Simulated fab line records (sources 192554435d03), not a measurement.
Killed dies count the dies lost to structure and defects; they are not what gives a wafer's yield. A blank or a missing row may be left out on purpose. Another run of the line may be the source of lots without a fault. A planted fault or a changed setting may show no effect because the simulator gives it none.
Matching of chambers / flow n5 finfet / N5_BEOL_M7_ETCH_62 on rie diel-02 has 4 sister chambers
The step etches SOC in N2/H2, target depth 110 nm, overetch 22 nm, time 165 s. 16 wafers are shown with their chamber, then 8 later ones without.

WAFERS, EACH WITH ITS CHAMBER
wafer=L079.2; chamber=0; showerhead plenum p Torr (Torr)=2.39; drypump motor current A (A)=5.6; oes product au (a.u.)=0.59
wafer=L079.3; chamber=2; showerhead plenum p Torr (Torr)=2.45; drypump motor current A (A)=6.0; oes product au (a.u.)=0.68
wafer=L079.5; chamber=1; showerhead plenum p Torr (Torr)=2.48; drypump motor current A (A)=6.4; oes product au (a.u.)=0.76
wafer=L080.2; chamber=1; showerhead plenum p Torr (Torr)=2.48; drypump motor current A (A)=6.4; oes product au (a.u.)=0.75
wafer=L080.3; chamber=3; showerhead plenum p Torr (Torr)=2.61; drypump motor current A (A)=5.5; oes product au (a.u.)=0.79
wafer=L080.6; chamber=3; showerhead plenum p Torr (Torr)=2.61; drypump motor current A (A)=5.6; oes product au (a.u.)=0.80
wafer=L086.1; chamber=2; showerhead plenum p Torr (Torr)=2.45; drypump motor current A (A)=5.9; oes product au (a.u.)=0.68
wafer=L086.4; chamber=3; showerhead plenum p Torr (Torr)=2.60; drypump motor current A (A)=5.6; oes product au (a.u.)=0.76
wafer=L086.5; chamber=1; showerhead plenum p Torr (Torr)=2.47; drypump motor current A (A)=6.4; oes product au (a.u.)=0.74
wafer=L087.1; chamber=1; showerhead plenum p Torr (Torr)=2.47; drypump motor current A (A)=6.4; oes product au (a.u.)=0.75
wafer=L087.3; chamber=3; showerhead plenum p Torr (Torr)=2.60; drypump motor current A (A)=5.5; oes product au (a.u.)=0.76
wafer=L087.5; chamber=2; showerhead plenum p Torr (Torr)=2.45; drypump motor current A (A)=5.9; oes product au (a.u.)=0.68
wafer=L090.1; chamber=3; showerhead plenum p Torr (Torr)=2.60; drypump motor current A (A)=5.6; oes product au (a.u.)=0.75
wafer=L090.4; chamber=3; showerhead plenum p Torr (Torr)=2.60; drypump motor current A (A)=5.6; oes product au (a.u.)=0.74
wafer=L090.6; chamber=2; showerhead plenum p Torr (Torr)=2.44; drypump motor current A (A)=5.9; oes product au (a.u.)=0.66
wafer=L089.1; chamber=3; showerhead plenum p Torr (Torr)=2.60; drypump motor current A (A)=5.6; oes product au (a.u.)=0.74

SIGNATURES (means of the wafers above)
reading=showerhead plenum p Torr; chamber 0=2.3900; chamber 1=2.4750; chamber 2=2.4475; chamber 3=2.6029; scatter within a chamber=0.00515
reading=drypump motor current A; chamber 0=5.600; chamber 1=6.400; chamber 2=5.925; chamber 3=5.571; scatter within a chamber=0.0426
reading=oes product au; chamber 0=0.5900; chamber 1=0.7500; chamber 2=0.6750; chamber 3=0.7629; scatter within a chamber=0.0179
Rule: distance of a wafer from a chamber = root of the sum over the readings of ((wafer's reading minus chamber's mean) / reading's scatter) squared. The wafer belongs to the nearest chamber; if the next one is less than 2 further off, it can't be placed. The scatter: take each reading less its chamber's mean, square it, sum over the shown wafers, divide by the number of wafers less the number of chambers, and take the root.

WAFERS WHOSE CHAMBER IS MISSING
wafer=L089.3; showerhead plenum p Torr (Torr)=2.71; drypump motor current A (A)=5.6; oes product au (a.u.)=0.84
wafer=L089.6; showerhead plenum p Torr (Torr)=2.47; drypump motor current A (A)=6.4; oes product au (a.u.)=0.74
wafer=L091.4; showerhead plenum p Torr (Torr)=2.71; drypump motor current A (A)=5.6; oes product au (a.u.)=0.83
wafer=L091.5; showerhead plenum p Torr (Torr)=2.44; drypump motor current A (A)=5.9; oes product au (a.u.)=0.67
wafer=L091.6; showerhead plenum p Torr (Torr)=2.60; drypump motor current A (A)=5.6; oes product au (a.u.)=0.74
wafer=L094.4; showerhead plenum p Torr (Torr)=2.60; drypump motor current A (A)=5.5; oes product au (a.u.)=0.73
wafer=L094.5; showerhead plenum p Torr (Torr)=2.44; drypump motor current A (A)=5.9; oes product au (a.u.)=0.66
wafer=L094.6; showerhead plenum p Torr (Torr)=2.47; drypump motor current A (A)=6.3; oes product au (a.u.)=0.74

THE CHAMBER EACH PASSED THROUGH
wafer=L089.3; from the rows above=3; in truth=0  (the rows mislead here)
wafer=L089.6; from the rows above=1; in truth=1
wafer=L091.4; from the rows above=3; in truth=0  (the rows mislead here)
wafer=L091.5; from the rows above=2; in truth=2
wafer=L091.6; from the rows above=3; in truth=3
wafer=L094.4; from the rows above=3; in truth=3
wafer=L094.5; from the rows above=2; in truth=2
wafer=L094.6; from the rows above=1; in truth=1
Placed correctly: 6 of 8. Not placeable from these rows: 0. Number placed wrongly: 2.
